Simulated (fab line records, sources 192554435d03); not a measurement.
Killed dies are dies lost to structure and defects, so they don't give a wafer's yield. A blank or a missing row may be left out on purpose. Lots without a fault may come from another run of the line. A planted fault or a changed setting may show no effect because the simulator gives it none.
A struck lot beside a sound one | flow n5_finfet | 29 steps out of a route of 1938
Sound: wafers L596.1, L596.5, L596.6. Struck: wafers L618.1, L618.5, L618.6. The cause comes at the end.
At each step with rows: each side's tool, then ch and its chambers, then its first start. Under that, the readings that differ: sound wafers | struck wafers | difference of the means | sigmas: that difference in standard deviations of wafers without a fault.
alike: readings whose means differ by less than 2 such deviations, and words and numbers that are the same on both sides. not compared: withheld readings, readings that some wafer has no value for, bounds like >300 that may hide the same value, and numbers for which the record gives no deviation and whose values overlap.
The two part at a step that has a row with sigmas, a row that says differs or no value, or rows on one side only. Numbers that don't overlap but have no deviation are shown without sigmas and don't part them. A reading that every wafer of one side lacks parts them only if that side has two wafers or more.

N5_BEOL_M14_VIA_ETCH_16: etches SiO2 in C4F8/O2/Ar, target depth 1231.3 nm.
  sound on rie_diel-06 ch 0,1, day 10 12:55; struck on rie_diel-06 ch 0,1,3, day 16 01:32
  alike: drypump_motor_current_A, oes_product_au, rf_vpp_V, showerhead_plenum_p_Torr, throttle_valve_pct
N5_BEOL_M14_STRIP_63: strips in O2.
  sound on rie_diel-06 ch 0,1; struck on rie_diel-06 ch 0,1,3
  alike: drypump_motor_current_A, oes_product_au, rf_vpp_V, showerhead_plenum_p_Torr, throttle_valve_pct
  not compared: rf_hours_counter_h
N5_BEOL_M14_STRIP_64: strips in O2.
  sound on rie_diel-06 ch 0,1; struck on rie_diel-06 ch 0,1,3
  alike: drypump_motor_current_A, oes_product_au, rf_vpp_V, showerhead_plenum_p_Torr, throttle_valve_pct
  not compared: rf_hours_counter_h
then, 2 steps without rows for these wafers: N5_BEOL_M14_STRIP_71 (strips in post etch residue remover, time 60 s); N5_BEOL_M14_SRD_72 (time 30 s, dry time 30 s).
N5_BEOL_M14_CD_MEAS_17: target cd 250 nm.
  sound on cd_sem-03, day 10 13:16; struck on cd_sem-01, day 16 01:53
  alike: cd_nm
then, 6 steps without rows for these wafers: N5_BEOL_M14_COAT_65 (time 60 s, resist thk 450 nm); N5_BEOL_M14_COAT_66 (time 60 s, resist thk 110 nm); N5_BEOL_M14_COAT_22 (resist thk 300 nm); N5_BEOL_M14_EBR_24; N5_BEOL_M14_SOFTBAKE_23 (time 60 s); N5_BEOL_M14_EXPOSE_25 (exposes mask M14, target cd 280 nm).
N5_BEOL_M14_PEB_26: peb time 90 s.
  sound on litho_track-01 ch 0, day 10 13:28; struck on litho_track-05 ch 0, day 16 02:06
  reading                  | sound                | struck               | difference | sigmas
  heater_power_total_W (W) | 172.4 173.0 172.1    | 175.0 174.5 174.1    | +2.0       | +3
  plate_temp_C (C)         | 130.03 129.77 129.84 | 131.21 131.24 131.06 | +1.29      | +9
then, 2 steps without rows for these wafers: N5_BEOL_M14_DEVELOP_27 (develop time 45 s); N5_BEOL_M14_HARDBAKE_32 (time 120 s).
N5_BEOL_M14_CD_MEAS_28: target cd 284.4 nm.
  sound on cd_sem-03 ch 0, day 10 13:35; struck on cd_sem-01 ch 0, day 16 02:13
  reading    | sound             | struck            | difference | sigmas
  cd_nm (nm) | 282.9 283.0 284.1 | 292.2 291.2 291.8 | +8.4       | +4
N5_BEOL_M14_OVL_MEAS_29:
  sound on overlay-01 ch 0, day 10 13:37; struck on overlay-01 ch 0, day 16 02:16
  alike: M14_OVL
N5_BEOL_M14_INSPECT_30: inspects for defects (macro).
  sound on defect_inspect-02, day 10 13:38; struck on defect_inspect-02, day 16 02:17
  alike: raw_defect_count
N5_BEOL_M14_DESCUM_33: chemistry O2, time 7.9 s.
  sound on rie_diel-02 ch 0,1,2, day 10 13:45; struck on rie_diel-02 ch 1,2, day 16 02:19
  reading                   | sound             | struck          | difference | sigmas
  oes_product_au (a.u.)     | 0.86 0.70 0.71    | 0.94 0.94 0.97  | +0.19      | +2
  model.BEOL_M14.cd_nm (nm) | 282.8 283.4 284.2 | 292 291.4 291.6 | +8         |
  alike: drypump_motor_current_A, rf_vpp_V, showerhead_plenum_p_Torr, throttle_valve_pct
  not compared: rf_hours_counter_h
then, 1 step without rows for these wafers: N5_BEOL_M14_ETCH_67 (etches SiARC in CF4, target depth 143 nm, time 238.3 s).
N5_BEOL_M14_ETCH_68: etches SOC in N2/H2, time 450 s.
  sound on rie_diel-02 ch 0,1,2, day 10 13:56; struck on rie_diel-02 ch 1,2, day 16 02:30
  reading               | sound          | struck         | difference | sigmas
  oes_product_au (a.u.) | 0.84 0.71 0.70 | 0.93 0.94 0.96 | +0.19      | +2
  alike: drypump_motor_current_A, rf_vpp_V, showerhead_plenum_p_Torr, throttle_valve_pct
  not compared: rf_hours_counter_h
then, 1 step without rows for these wafers: N5_BEOL_M14_STRIP_69 (strips in N2/H2).
N5_BEOL_M14_TRENCH_ETCH_34: etches SiO2 in C4F8/O2/Ar, target depth 556.65 nm, time 126.9 s.
  sound on rie_diel-02 ch 0,1,2, day 10 14:12; struck on rie_diel-02 ch 1,2, day 16 02:46
  reading               | sound          | struck         | difference | sigmas
  oes_product_au (a.u.) | 0.85 0.70 0.70 | 0.93 0.94 0.96 | +0.19      | +2
  alike: drypump_motor_current_A, rf_vpp_V, showerhead_plenum_p_Torr, throttle_valve_pct
  not compared: rf_hours_counter_h
then, 1 step without rows for these wafers: N5_BEOL_M14_STRIP_70 (strips in C4F8/O2/Ar).
N5_BEOL_M14_OCD_MEAS_35:
  sound on ocd-01, day 10 14:22; struck on ocd-01, day 16 02:55
  alike: trench_depth_nm
then, 1 step without rows for these wafers: N5_BEOL_M14_STRIP_37 (strips in O2).
N5_BEOL_M14_ETCH_38: etches SiCN in CF4/N2, target depth 106.5 nm, time 120.6 s.
  sound on rie_diel-02 ch 1,2; struck on rie_diel-04 ch 0,1
  reading                   | sound             | struck            | difference | sigmas
  model.BEOL_M14.cd_nm (nm) | 278.6 278.2 278.6 | 285.4 286.4 287.6 | +8.0       |
  alike: drypump_motor_current_A, oes_product_au, rf_vpp_V, showerhead_plenum_p_Torr, throttle_valve_pct
  not compared: rf_hours_counter_h
then, 1 step without rows for these wafers: N5_BEOL_M14_PRECLEAN_39 (cleans in residue remover, time 60 s).
N5_PASSIVATION_PROBE_49:
  sound on prober-02, day 11 11:20; struck on prober-02, day 17 04:44
  alike: defect_limited_yield, killed_at_M0_to_M3, killed_at_M4_up, killed_at_contacts, killed_at_front_end, killed_at_other, killed_dies, killed_open, killed_short, sort_bin_5_function, sort_bin_6_memory, sort_n_pass, sort_yield_pct

WHERE THEY PART
First at N5_BEOL_M14_PEB_26; last, within this record, at N5_BEOL_M14_TRENCH_ETCH_34. Later steps at which nothing parts them and some readings are alike: N5_BEOL_M14_OCD_MEAS_35, N5_BEOL_M14_ETCH_38, N5_PASSIVATION_PROBE_49.

WHY: what the simulator had put in
Process parameter drift: litho_track-05, from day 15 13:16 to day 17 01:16, at N5_BEOL_M14_PEB_26. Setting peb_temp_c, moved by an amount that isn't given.
